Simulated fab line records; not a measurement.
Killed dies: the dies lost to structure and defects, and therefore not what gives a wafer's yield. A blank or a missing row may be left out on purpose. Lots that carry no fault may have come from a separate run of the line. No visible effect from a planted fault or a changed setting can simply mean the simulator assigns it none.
Matching of chambers :: flow nand harc :: rie diel-02 running NHARC_A_CONTACT_ETCH_90: 4 sister chambers
The step etches the open film in CH3F/O2, target depth 40 nm, time 85.7 s. 18 wafers are shown with their chamber, then 9 later ones without.

== WAFERS PAIRED WITH THEIR CHAMBERS ==
wafer: L074.1
chamber: 3
drypump motor current A (A): 6.5
throttle valve pct (%): 20.664
showerhead plenum p Torr (Torr): 2.42

wafer: L074.3
chamber: 2
drypump motor current A (A): 5.2
throttle valve pct (%): 20.652
showerhead plenum p Torr (Torr): 2.27

wafer: L074.5
chamber: 2
drypump motor current A (A): 5.2
throttle valve pct (%): 20.675
showerhead plenum p Torr (Torr): 2.27

wafer: L075.2
chamber: 2
drypump motor current A (A): 5.2
throttle valve pct (%): 20.668
showerhead plenum p Torr (Torr): 2.27

wafer: L075.3
chamber: 3
drypump motor current A (A): 6.4
throttle valve pct (%): 20.651
showerhead plenum p Torr (Torr): 2.42

wafer: L075.4
chamber: 0
drypump motor current A (A): 4.8
throttle valve pct (%): 20.654
showerhead plenum p Torr (Torr): 2.48

wafer: L076.1
chamber: 0
drypump motor current A (A): 4.9
throttle valve pct (%): 20.654
showerhead plenum p Torr (Torr): 2.48

wafer: L076.3
chamber: 3
drypump motor current A (A): 6.5
throttle valve pct (%): 20.683
showerhead plenum p Torr (Torr): 2.42

wafer: L076.4
chamber: 1
drypump motor current A (A): 5.7
throttle valve pct (%): 20.676
showerhead plenum p Torr (Torr): 2.44

wafer: L079.1
chamber: 1
drypump motor current A (A): 5.7
throttle valve pct (%): 20.670
showerhead plenum p Torr (Torr): 2.44

wafer: L079.4
chamber: 3
drypump motor current A (A): 6.4
throttle valve pct (%): 20.660
showerhead plenum p Torr (Torr): 2.42

wafer: L079.6
chamber: 1
drypump motor current A (A): 5.8
throttle valve pct (%): 20.668
showerhead plenum p Torr (Torr): 2.44

wafer: L085.1
chamber: 0
drypump motor current A (A): 4.9
throttle valve pct (%): 20.641
showerhead plenum p Torr (Torr): 2.47

wafer: L085.2
chamber: 2
drypump motor current A (A): 5.2
throttle valve pct (%): 20.670
showerhead plenum p Torr (Torr): 2.66

wafer: L085.6
chamber: 3
drypump motor current A (A): 6.5
throttle valve pct (%): 20.664
showerhead plenum p Torr (Torr): 2.41

wafer: L088.1
chamber: 0
drypump motor current A (A): 4.9
throttle valve pct (%): 20.657
showerhead plenum p Torr (Torr): 2.47

wafer: L088.2
chamber: 2
drypump motor current A (A): 5.2
throttle valve pct (%): 20.674
showerhead plenum p Torr (Torr): 2.66

wafer: L088.3
chamber: 1
drypump motor current A (A): 5.8
throttle valve pct (%): 20.663
showerhead plenum p Torr (Torr): 2.43

SIGNATURES (averages over the wafers above)
reading: drypump motor current A
chamber 0: 4.875
chamber 1: 5.750
chamber 2: 5.200
chamber 3: 6.460
scatter within a chamber: 0.0459

reading: throttle valve pct
chamber 0: 20.65150
chamber 1: 20.66925
chamber 2: 20.66780
chamber 3: 20.66440
scatter within a chamber: 0.00898

reading: showerhead plenum p Torr
chamber 0: 2.4750
chamber 1: 2.4375
chamber 2: 2.4260
chamber 3: 2.4180
scatter within a chamber: 0.114
Rule: for each reading, subtract the chamber's mean from the wafer's reading, divide by that reading's scatter and square the result; add these up over the readings and take the root, which gives the wafer's distance from the chamber. If the next closest chamber is less than 2 further off than the closest, the wafer can't be placed; otherwise it belongs to the closest. The scatter: take each reading less its chamber's mean, square it, sum over the shown wafers, divide by the number of wafers less the number of chambers, and take the root.

== WAFERS WHOSE CHAMBER IS MISSING ==
wafer: L090.1
drypump motor current A (A): 5.8
throttle valve pct (%): 20.660
showerhead plenum p Torr (Torr): 2.43

wafer: L090.2
drypump motor current A (A): 6.4
throttle valve pct (%): 20.676
showerhead plenum p Torr (Torr): 2.41

wafer: L090.5
drypump motor current A (A): 4.9
throttle valve pct (%): 20.648
showerhead plenum p Torr (Torr): 2.47

wafer: L093.3
drypump motor current A (A): 5.2
throttle valve pct (%): 20.661
showerhead plenum p Torr (Torr): 2.65

wafer: L093.4
drypump motor current A (A): 4.9
throttle valve pct (%): 20.659
showerhead plenum p Torr (Torr): 2.46

wafer: L093.5
drypump motor current A (A): 4.9
throttle valve pct (%): 20.667
showerhead plenum p Torr (Torr): 2.46

wafer: L095.1
drypump motor current A (A): 5.2
throttle valve pct (%): 20.676
showerhead plenum p Torr (Torr): 2.65

wafer: L095.2
drypump motor current A (A): 5.8
throttle valve pct (%): 20.662
showerhead plenum p Torr (Torr): 2.43

wafer: L095.3
drypump motor current A (A): 4.9
throttle valve pct (%): 20.666
showerhead plenum p Torr (Torr): 2.46

== WHICH CHAMBER EACH ONE RAN IN ==
wafer: L090.1
from the rows above: 1
in truth: 1

wafer: L090.2
from the rows above: 3
in truth: 3

wafer: L090.5
from the rows above: 0
in truth: 0

wafer: L093.3
from the rows above: 2
in truth: 2

wafer: L093.4
from the rows above: 0
in truth: 0

wafer: L093.5
from the rows above: 0
in truth: 0

wafer: L095.1
from the rows above: 2
in truth: 2

wafer: L095.2
from the rows above: 1
in truth: 1

wafer: L095.3
from the rows above: 0
in truth: 0
Placed correctly: 9 of 9. Can't be placed from these rows: 0. Wrongly placed: 0.
